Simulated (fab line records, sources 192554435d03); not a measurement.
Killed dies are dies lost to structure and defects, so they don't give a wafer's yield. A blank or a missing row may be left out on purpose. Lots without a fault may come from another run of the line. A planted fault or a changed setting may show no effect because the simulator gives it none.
fab line records | flow n5_finfet
record lots=10 wafers=27 last_day=17
route steps=1938 shown DUMMY_GATE@243 SD_EPI_P@301
lots that met no fault: from a run of the same line without faults
start_h: hours from the record's first day to the start of the lot's first wafer shown | wait_h: hours since the lot's step before | " the same as in the row above | L1.1+2: a row that stands for several wafers | - no value, or no start given | * or withheld: withheld | < > ~ a bound
route shown NAME@n: a module of which the file shows steps, and the number in the route of the first | usual: mean/standard deviation of fault-free wafers | same: alike in all rows | chamber/n: place in a boat | sites: the reading at each site | _std_site: their standard deviation | _edge_site: outer sites' mean less inner sites' | radius_mm: how far each site lies from the wafer's centre | mask NAME#n: copy n | behind: the tool/chamber that last shaped the wafer | hold: why the lot was held/for how many hours/how that ended | device: the transistor (n, p or np) that didn't switch | end of line: the same wafers' tests at the end of the route | a step without rows: its recipe alone | killed: dies lost to structure and defects at the first sort, not the wafer's yield | map: a wafer's dies, x killed, . not, _ none there
set.NAME: the setting as run; set.NAME@STEP: as run at that earlier step | model.NAME: the simulator's own value behind a step, which no gauge read
steps of the route over a sample of lots; a table a step, a row a wafer
services: from which hour (start_h, from the record's first day; less than 0 if before it) a tool's chamber was out of use, for how many hours, and why
## steps
# step N5_DUMMY_GATE_ETCH_31
# recipe chemistry=C4F6/O2 target=SiO2 mask_material=SOC target_depth_a=825 time_s=27.5 ion_energy_ev=250 pressure_mtorr=30 source_w=345 bias_w=185 Ar_flow_sccm=300 C4F6_flow_sccm=10 O2_flow_sccm=10
# usual C4F6_flow_sccm=10.000/0.028 bias_w=185.1/0.54 drypump_motor_current_A=5.8/0.43 oes_product_au=0.79/0.093 rf_vpp_V=665/8.1 showerhead_plenum_p_Torr=2.85/0.086 throttle_valve_pct=21.07/0.22
# columns lot.wafer tool chamber start_h wait_h C4F6_flow_sccm bias_w drypump_motor_current_A oes_product_au rf_hours_counter_h rf_vpp_V showerhead_plenum_p_Torr throttle_valve_pct
L410.1 rie_diel-02 0 55.08 0.0 9.982 184.8 5.9 0.74 179 659 2.84 21.21
L410.3 " 3 " " 10.013 185.2 5.6 0.72 166 668 2.94 21.08
L410.6 " 3 " " 10.019 185.0 5.6 0.73 - 668 2.94 21.07
L412.1 rie_diel-06 1 66.39 0.0 10.014 185.4 6.6 0.93 20 682 3.02 21.12
L412.2 " 2 " " 9.947 185.3 5.7 0.72 186 664 2.83 20.87
L412.5 " 3 " " 10.010 184.8 5.9 0.93 - 660 2.80 20.85
L413.1 rie_diel-01 2 70.03 0.0 10.034 184.9 5.0 0.86 40 663 2.78 20.84
L413.3 " 3 " " 9.982 184.5 4.7 0.84 66 665 2.76 20.86
L413.5 " 3 " " 9.935 185.1 4.6 0.84 - 666 2.76 20.83
L414.2 rie_diel-02 1 76.51 0.0 10.010 185.0 6.1 0.69 241 658 2.82 21.46
L414.4 " 2 " " 9.992 184.2 6.0 0.70 244 662 2.80 21.39
L414.5 " 1 " " 10.005 185.1 6.1 0.69 - 658 2.82 21.45
L416.3 rie_diel-02 1 88.14 0.1 10.015 183.6 6.1 0.69 245 658 2.82 21.43
L416.5 " 3 " " 10.009 184.1 5.5 0.72 - 668 2.94 21.07
L420.2 rie_diel-06 2 113.34 0.0 10.010 185.1 5.6 0.71 199 664 2.82 20.88
L420.5 " 3 " " 9.977 185.7 5.9 0.89 - 662 2.79 20.88
L421.2 rie_diel-02 0 118.22 0.0 10.033 185.7 5.9 0.72 198 659 2.83 21.22
L421.6 " 3 " " 10.015 185.2 5.6 0.70 - 666 2.93 21.09
L425.3 rie_diel-06 3 141.11 0.1 10.089 183.8 5.9 0.87 - 663 2.78 20.90
L425.4 " 2 " " 9.993 184.9 5.7 0.70 - 665 2.82 20.89
L425.6 " 2 " " 9.992 184.7 5.7 0.70 - 664 2.82 20.90
L432.2 rie_diel-06 1 186.55 0.0 10.006 184.6 6.6 0.87 53 683 3.01 21.17
L432.3 " 3 " " 9.987 184.5 5.9 0.84 54 662 2.78 20.91
L432.6 " 2 " " 9.962 184.0 5.7 0.69 - 664 2.81 20.91
L431.3 rie_diel-06 3 187.53 0.0 9.993 185.0 5.9 0.85 54 664 2.78 20.91
L431.4 " 0 " " 9.933 185.8 5.8 0.96 15 658 2.79 20.85
L431.6 " 3 " " 10.002 184.1 5.9 0.86 - 660 2.78 20.91
# step N5_DUMMY_GATE_ETCH_42
# recipe chemistry=CHF3/O2 target=SiO2 target_depth_a=35 time_s=31 ion_energy_ev=30 bias_w=12 pressure_mtorr=30 source_w=600 Ar_flow_sccm=200 CHF3_flow_sccm=50 O2_flow_sccm=5
# usual bias_w=12.00/0.036 drypump_motor_current_A=5.7/0.52 oes_product_au=0.81/0.095 rf_vpp_V=42.4/0.84 showerhead_plenum_p_Torr=2.40/0.078 throttle_valve_pct=18.65/0.19
# columns lot.wafer tool chamber start_h wait_h bias_w drypump_motor_current_A oes_product_au rf_hours_counter_h rf_vpp_V showerhead_plenum_p_Torr throttle_valve_pct
L410.1 rie_diel-06 2 55.59 0.0 12.00 5.6 0.72 183 42.4 2.40 18.54
L410.3 " 0 " " 11.95 5.8 0.68 237 43.1 2.37 18.88
L410.6 " 0 " " 12.01 5.8 0.67 - 43.0 2.37 18.87
L412.1 rie_diel-06 0 66.89 0.0 11.96 5.8 0.67 240 42.6 2.37 18.87
L412.2 " 2 " " 12.00 5.6 0.72 186 41.5 2.40 18.54
L412.5 " 0 " " 12.05 5.8 0.67 - 43.1 2.37 18.86
L413.1 rie_diel-06 2 70.52 0.0 12.07 5.6 0.72 187 42.3 2.39 18.55
L413.3 " 3 " " 12.01 5.9 0.93 13 42.0 2.37 18.46
L413.5 " 0 " " 12.01 5.8 0.67 - 44.1 2.37 18.87
L414.2 rie_diel-01 0 77.04 0.1 12.05 5.7 0.78 117 42.4 2.53 18.93
L414.4 " 2 " " 12.05 4.9 0.86 41 42.5 2.35 18.46
L414.5 " 2 " " 12.01 5.0 0.87 - 42.7 2.35 18.46
L416.3 rie_diel-02 3 88.63 0.0 12.01 5.6 0.71 175 42.4 2.49 18.75
L416.5 " 3 " " 12.06 5.6 0.72 - 42.9 2.49 18.75
L420.2 rie_diel-01 1 113.88 0.1 12.00 5.8 0.76 130 41.8 2.32 18.44
L420.5 " 0 " " 11.98 5.8 0.76 - 43.4 2.52 18.92
L421.2 rie_diel-06 2 118.71 0.0 11.91 5.7 0.71 201 43.1 2.39 18.56
L421.6 " 3 " " 12.00 5.9 0.89 - 43.1 2.36 18.48
L425.3 rie_diel-02 0 141.70 0.0 12.04 5.9 0.71 208 41.1 2.39 18.89
L425.4 " 0 " " 12.06 5.9 0.72 - 41.2 2.39 18.89
L425.6 " 2 " " 12.07 6.0 1.00 - 43.4 2.36 18.66
L432.2 rie_diel-01 2 187.13 0.0 12.00 5.0 0.81 75 41.0 2.34 18.51
L432.3 " 3 " " 11.96 4.7 0.82 93 42.3 2.33 18.54
L432.6 " 3 " " 11.97 4.7 0.83 - 43.4 2.33 18.52
L431.3 rie_diel-01 0 188.03 0.0 12.02 5.7 0.74 150 43.5 2.51 18.95
L431.4 " 2 " " 12.05 4.9 0.82 75 42.0 2.34 18.51
L431.6 " 2 " " 11.95 4.9 0.83 - 42.2 2.34 18.51
# step N5_SD_EPI_P_PEB_07
# recipe peb_temp_c=110 peb_time_s=60 resist=CAR-ArF-block
# usual heater_power_total_W=175.3/1.6
# columns lot.wafer tool chamber start_h wait_h heater_power_total_W
L410.1 litho_track-03 0 61.24 0.1 175.7
L410.3 " 0 " " 173.1
L410.6 " 0 " " 176.8
L412.1 litho_track-01 0 75.07 0.1 173.7
L412.2 " 0 " " 176.7
L412.5 " 0 " " 173.0
L413.1 litho_track-01 0 77.31 0.1 177.5
L413.3 " 0 " " 174.3
L413.5 " 0 " " 176.7
L414.2 litho_track-01 0 82.82 0.0 176.2
L414.4 " 0 " " 173.1
L414.5 " 0 " " 177.6
L416.3 litho_track-01 0 96.79 0.0 175.5
L416.5 " 0 " " 196.6
L420.2 litho_track-01 0 119.99 0.0 200.7
L420.5 " 0 " " 200.3
L421.2 litho_track-01 0 124.33 0.0 198.0
L421.6 " 0 " " 173.1
L425.3 litho_track-05 0 147.53 0.0 177.6
L425.4 " 0 " " 176.4
L425.6 " 0 " " 177.6
L432.2 litho_track-01 0 192.73 0.0 173.2
L432.3 " 0 " " 175.6
L432.6 " 0 " " 175.0
L431.3 litho_track-01 0 193.64 0.0 177.3
L431.4 " 0 " " 173.0
L431.6 " 0 " " 175.6
# step N5_SD_EPI_P_CD_MEAS_09
# recipe target_cd_nm=240 landing_energy_ev=500 detector=se_inlens
# usual cd_nm=240.3/0.64
# columns lot.wafer tool chamber start_h wait_h cd_nm
L410.1 cd_sem-02 0 61.31 - 239.5
L410.3 " 0 " " 240.6
L410.6 " 0 " " 239.7
L412.1 cd_sem-01 0 75.14 - 240.5
L412.2 " 0 " " 239.8
L412.5 " 0 " " 240.2
L413.1 cd_sem-02 0 77.38 - 239.9
L413.3 " 0 " " 239.4
L413.5 " 0 " " 240.2
L414.2 cd_sem-03 0 82.89 - 240.7
L414.4 " 0 " " 240.4
L414.5 " 0 " " 239.9
L416.3 cd_sem-02 0 96.86 - 240.5
L416.5 " 0 " " 233.8
L420.2 cd_sem-01 0 120.06 - 233.8
L420.5 " 0 " " 233.0
L421.2 cd_sem-01 0 124.40 - 233.8
L421.6 " 0 " " 239.5
L425.3 cd_sem-03 0 147.60 - 240.4
L425.4 " 0 " " 239.6
L425.6 " 0 " " 240.4
L432.2 cd_sem-03 0 192.79 - 240.3
L432.3 " 0 " " 239.6
L432.6 " 0 " " 240.4
L431.3 cd_sem-01 0 193.71 - 240.9
L431.4 " 0 " " 240.2
L431.6 " 0 " " 240.6
# step N5_SD_EPI_P_ETCH_36
# recipe chemistry=CF4 target=SiARC target_depth_a=455 mask_material=CAR-ArF-block time_s=75.8 ion_energy_ev=80 pressure_mtorr=40 source_w=545 bias_w=36 Ar_flow_sccm=100 cf4_flow_sccm=100 ends=cleared
# usual bias_w=35.99/0.1 drypump_motor_current_A=5.8/0.41 etch_rf_on_time_s=75.9/1.2 oes_product_au=0.67/0.086 rf_vpp_V=184.0/1.1 showerhead_plenum_p_Torr=2.13/0.059 throttle_valve_pct=15.52/0.21
# columns lot.wafer tool chamber start_h wait_h bias_w drypump_motor_current_A etch_rf_on_time_s oes_product_au rf_hours_counter_h rf_vpp_V showerhead_plenum_p_Torr throttle_valve_pct
L410.1 rie_diel-02 0 61.43 0.0 35.88 6.0 75.6 0.63 181 184.8 2.13 15.65
L410.3 " 3 " " 35.92 5.6 75.8 0.61 168 184.6 2.21 15.59
L410.6 " 1 " " 35.98 6.0 75.0 0.60 - 183.3 2.11 15.85
L412.1 rie_diel-06 1 75.26 0.0 35.97 6.6 75.6 0.79 23 184.6 2.27 15.47
L412.2 " 2 " " 36.10 5.7 76.9 0.61 189 183.5 2.12 15.39
L412.5 " 0 " " 36.07 5.8 76.0 0.57 - 183.7 2.11 15.75
L413.1 rie_diel-02 3 77.51 0.0 35.94 5.5 76.7 0.61 172 184.4 2.21 15.61
L413.3 " 0 " " 35.91 5.9 76.2 0.63 186 183.2 2.13 15.66
L413.5 " 2 " " 35.96 6.0 77.3 0.60 - 183.1 2.11 15.93
L414.2 rie_diel-06 3 83.01 0.0 35.96 5.9 74.4 0.78 18 183.5 2.10 15.24
L414.4 " 1 " " 36.14 6.6 76.0 0.78 25 185.4 2.26 15.47
L414.5 " 3 " " 36.03 5.9 73.7 0.79 - 182.9 2.10 15.24
L416.3 rie_diel-01 1 97.04 0.0 36.07 5.8 75.8 0.66 124 183.6 2.06 15.29
L416.5 " 2 " " 35.88 4.9 74.8 0.73 - 182.5 2.09 15.31
L420.2 rie_diel-02 3 120.18 0.0 35.98 5.6 76.4 0.60 186 185.6 2.21 15.63
L420.5 " 0 " " 36.12 5.9 75.7 0.62 - 184.2 2.12 15.68
L421.2 rie_diel-01 2 124.57 0.0 36.03 4.9 74.6 0.73 56 182.3 2.09 15.31
L421.6 " 2 " " 36.10 4.9 74.0 0.72 - 183.0 2.09 15.32
L425.3 rie_diel-06 0 147.72 0.0 35.93 5.8 73.0 0.87 1 183.1 2.10 15.26
L425.4 " 3 " " 35.92 5.9 74.2 0.74 - 184.0 2.09 15.28
L425.6 " 0 " " 35.87 5.8 72.9 0.87 - 182.5 2.10 15.24
L432.2 rie_diel-06 1 192.91 0.0 35.96 6.6 76.9 0.73 55 186.0 2.25 15.54
L432.3 " 3 " " 35.96 5.9 74.6 0.74 56 182.2 2.09 15.31
L432.6 " 3 " " 35.82 5.9 74.6 0.72 - 183.6 2.09 15.32
L431.3 rie_diel-06 3 193.83 0.0 35.95 5.9 75.5 0.72 57 182.7 2.09 15.31
L431.4 " 2 " " 36.21 5.7 77.7 0.59 221 185.0 2.11 15.45
L431.6 " 3 " " 35.95 5.9 75.3 0.73 - 182.4 2.09 15.31
## services
# columns tool chamber start_h hours kind
rie_diel-01 - 40.32 0.4 repair
rie_diel-01 3 89.53 8.7 repair
rie_diel-01 3 103.31 18.9 repair
rie_diel-02 2 105.26 7.6 repair
rie_diel-02 2 112.90 - clean
rie_diel-02 2 112.90 - consumable_replace:focus_ring
rie_diel-02 2 112.90 18.0 scheduled_down
rie_diel-02 2 112.90 18.0 vent_cycle
rie_diel-06 0 115.84 5.3 repair
rie_diel-06 0 121.19 - clean
rie_diel-06 0 121.19 - consumable_replace:focus_ring
rie_diel-06 0 121.19 21.9 scheduled_down
rie_diel-06 0 121.19 21.9 vent_cycle
litho_track-05 - 122.97 - consumable_replace:filter
rie_diel-06 1 128.14 16.7 repair
rie_diel-02 1 131.21 - clean
rie_diel-02 1 131.21 - consumable_replace:focus_ring
rie_diel-02 1 131.21 37.2 scheduled_down
rie_diel-02 1 131.21 37.2 vent_cycle
rie_diel-02 2 132.32 6.3 repair
rie_diel-06 2 142.69 23.3 repair
## key
first_sign step=N5_SD_EPI_P_PEB_07 reading=heater_power_total_W direction=up sigmas=14 usual=* struck=*
effect step=N5_SD_EPI_P_CD_MEAS_09 reading=cd_nm direction=down sigmas=11 usual=240.3 struck=233.6
met_at N5_SD_EPI_P_PEB_07
struck_lots L416,L420,L421
struck_wafers L416.5,L420.2,L420.5,L421.2
tester_left_out L416,L420,L421
not_acting_at N5_DUMMY_GATE_ETCH_31,N5_DUMMY_GATE_ETCH_42,N5_SD_EPI_P_ETCH_36
onset_between 82.82 96.79
fault kind=process_parameter_drift tool=litho_track-01 chamber=- onset_h=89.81 steps=N5_SD_EPI_P_PEB_07 channel=peb_time_s offset=* shape=step end_h=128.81 scope=struck_wafers_only acts_in=* stated=*
# tester_left_out: of these lots the tester's yield and bins aren't shown, on N5 and GAA mostly nor the transistor test; their killed dies are dies lost to structure and defects alone, not to doping, threshold or leakage, so they don't give the yield
